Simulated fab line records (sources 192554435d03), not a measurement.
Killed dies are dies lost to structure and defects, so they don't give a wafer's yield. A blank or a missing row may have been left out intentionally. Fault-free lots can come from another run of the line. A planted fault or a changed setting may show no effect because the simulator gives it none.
Which tool did it? || flow n5-finfet || at 1 step of a route of 1938, 24 lots with 72 wafers sampled

WHAT THE GAUGES SHOWED, per wafer
N5_BEOL_M9_INSPECT_30: inspects for defects (brightfield). Usual: raw-defect-count reads 409 (standard deviation 100).
{"lot": "L074", "measured": "day 9 20:10", "on": "defect-inspect-01", "raw-defect-count": "394 429 466", "flag": ""}
{"lot": "L076", "measured": "day 9 20:12", "on": "defect-inspect-01", "raw-defect-count": "432 429 327", "flag": ""}
{"lot": "L075", "measured": "day 10 04:31", "on": "defect-inspect-02", "raw-defect-count": "281 376 281", "flag": ""}
{"lot": "L078", "measured": "day 10 07:00", "on": "defect-inspect-01", "raw-defect-count": "470 321 381", "flag": ""}
{"lot": "L077", "measured": "day 10 12:32", "on": "defect-inspect-01", "raw-defect-count": "375 423 419", "flag": ""}
{"lot": "L079", "measured": "day 10 18:56", "on": "defect-inspect-02", "raw-defect-count": "386 390 374", "flag": ""}
{"lot": "L080", "measured": "day 11 02:45", "on": "defect-inspect-01", "raw-defect-count": "533 569 619", "flag": ""}
{"lot": "L081", "measured": "day 11 07:37", "on": "defect-inspect-02", "raw-defect-count": "770 392 507", "flag": ""}
{"lot": "L083", "measured": "day 11 19:44", "on": "defect-inspect-01", "raw-defect-count": "499 365 490", "flag": ""}
{"lot": "L082", "measured": "day 11 20:01", "on": "defect-inspect-02", "raw-defect-count": "582 450 437", "flag": ""}
{"lot": "L084", "measured": "day 12 00:13", "on": "defect-inspect-01", "raw-defect-count": "561 554 505", "flag": ""}
{"lot": "L085", "measured": "day 12 07:25", "on": "defect-inspect-02", "raw-defect-count": "395 307 282", "flag": ""}
{"lot": "L086", "measured": "day 12 15:31", "on": "defect-inspect-01", "raw-defect-count": "657 618 468", "flag": ""}
{"lot": "L087", "measured": "day 13 01:12", "on": "defect-inspect-01", "raw-defect-count": "267 300 380", "flag": ""}
{"lot": "L088", "measured": "day 13 03:20", "on": "defect-inspect-01", "raw-defect-count": "322 301 413", "flag": ""}
{"lot": "L089", "measured": "day 13 10:39", "on": "defect-inspect-02", "raw-defect-count": "269 416 309", "flag": ""}
{"lot": "L090", "measured": "day 13 10:49", "on": "defect-inspect-01", "raw-defect-count": "387 379 429", "flag": ""}
{"lot": "L091", "measured": "day 13 20:55", "on": "defect-inspect-01", "raw-defect-count": "401 369 312", "flag": ""}
{"lot": "L092", "measured": "day 14 09:40", "on": "defect-inspect-02", "raw-defect-count": "320 493 300", "flag": ""}
{"lot": "L094", "measured": "day 14 16:23", "on": "defect-inspect-02", "raw-defect-count": "379 312 401", "flag": ""}
{"lot": "L093", "measured": "day 14 20:52", "on": "defect-inspect-01", "raw-defect-count": "484 503 612", "flag": ""}
{"lot": "L095", "measured": "day 14 23:01", "on": "defect-inspect-02", "raw-defect-count": "269 277 348", "flag": ""}
{"lot": "L096", "measured": "day 15 03:22", "on": "defect-inspect-02", "raw-defect-count": "397 390 276", "flag": ""}
{"lot": "L097", "measured": "day 15 13:53", "on": "defect-inspect-02", "raw-defect-count": "394 355 319", "flag": ""}

WHICH TOOL RAN EACH LOT (tool, then ch and the chambers of the sampled wafers, then the start)
Before these readings, the record contains no process step.

WHAT THE TOOLS THEMSELVES READ (means of the sampled wafers that have a number; where no wafer has one, the mark that the record gives instead)
The record holds no such reading with a usual standard deviation.

THE ANSWER, worked out from the rows above alone
Rule: a lot is off if the mean of its wafers that have a number lies more than 3 standard deviations from the usual mean. Also off: a lot with no number at a reading for which 4 or more lots have one. The other lots that the step has rows for count as sound. Order of review: gauges by route order, followed by the tools' own readings, for which a lot's mean as printed above is used. The first step at which some lot is off is used, and at that step the reading that is off furthest; a lot without a number counts as furthest.
Across all readings shown, no lot is off: no conclusion can be drawn from this.

WHAT WAS PUT IN BY THE SIMULATOR
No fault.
